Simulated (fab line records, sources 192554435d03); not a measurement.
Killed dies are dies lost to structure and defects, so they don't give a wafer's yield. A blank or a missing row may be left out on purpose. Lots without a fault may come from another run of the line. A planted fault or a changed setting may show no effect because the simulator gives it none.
Chamber matching | flow n5_finfet | N5_BEOL_M6_DESCUM_16 on rie_diel-02: 4 sister chambers
The step chemistry O2, time 7.9 s. 4 wafers are shown with their chamber, then 11 later ones without.

WAFERS WITH THEIR CHAMBER
wafer  | chamber | drypump_motor_current_A (A)
L080.3 | 3       | 5.7
L092.4 | 2       | 5.2
L092.5 | 0       | 6.3
L094.1 | 1       | 5.5

WAFERS WITHOUT THEIR CHAMBER
wafer  | drypump_motor_current_A (A)
L094.2 | 5.2
L094.3 | 6.3
L094.4 | 5.4
L094.5 | 5.2
L094.6 | 6.3
L095.1 | 5.4
L095.5 | 5.2
L095.6 | 6.3
L096.3 | 5.5
L096.5 | 5.7
L096.6 | 6.3

WHICH CHAMBER EACH WENT THROUGH
wafer  | from the rows above | in truth
L094.2 | 2                   | 2
L094.3 | 0                   | 0
L094.4 | 1                   | 1
L094.5 | 2                   | 2
L094.6 | 0                   | 0
L095.1 | 1                   | 1
L095.5 | 2                   | 2
L095.6 | 0                   | 0
L096.3 | 1                   | 1
L096.5 | 3                   | 3
L096.6 | 0                   | 0
Placed correctly: 11 of 11. Can't be placed from these rows: 0. Placed wrongly: 0.
How it was worked out, from the rows above alone: a wafer's distance from a chamber is the root of the sum, over the readings, of the square of ((its reading less the chamber's mean) divided by the reading's scatter). The wafer belongs to the nearest chamber; if the next one is less than 2 further off, it can't be placed. A chamber's mean is the mean of its shown wafers. The scatter: with one shown wafer a chamber, the root of the mean of the squares of how far each hidden wafer lies from its nearest shown one.
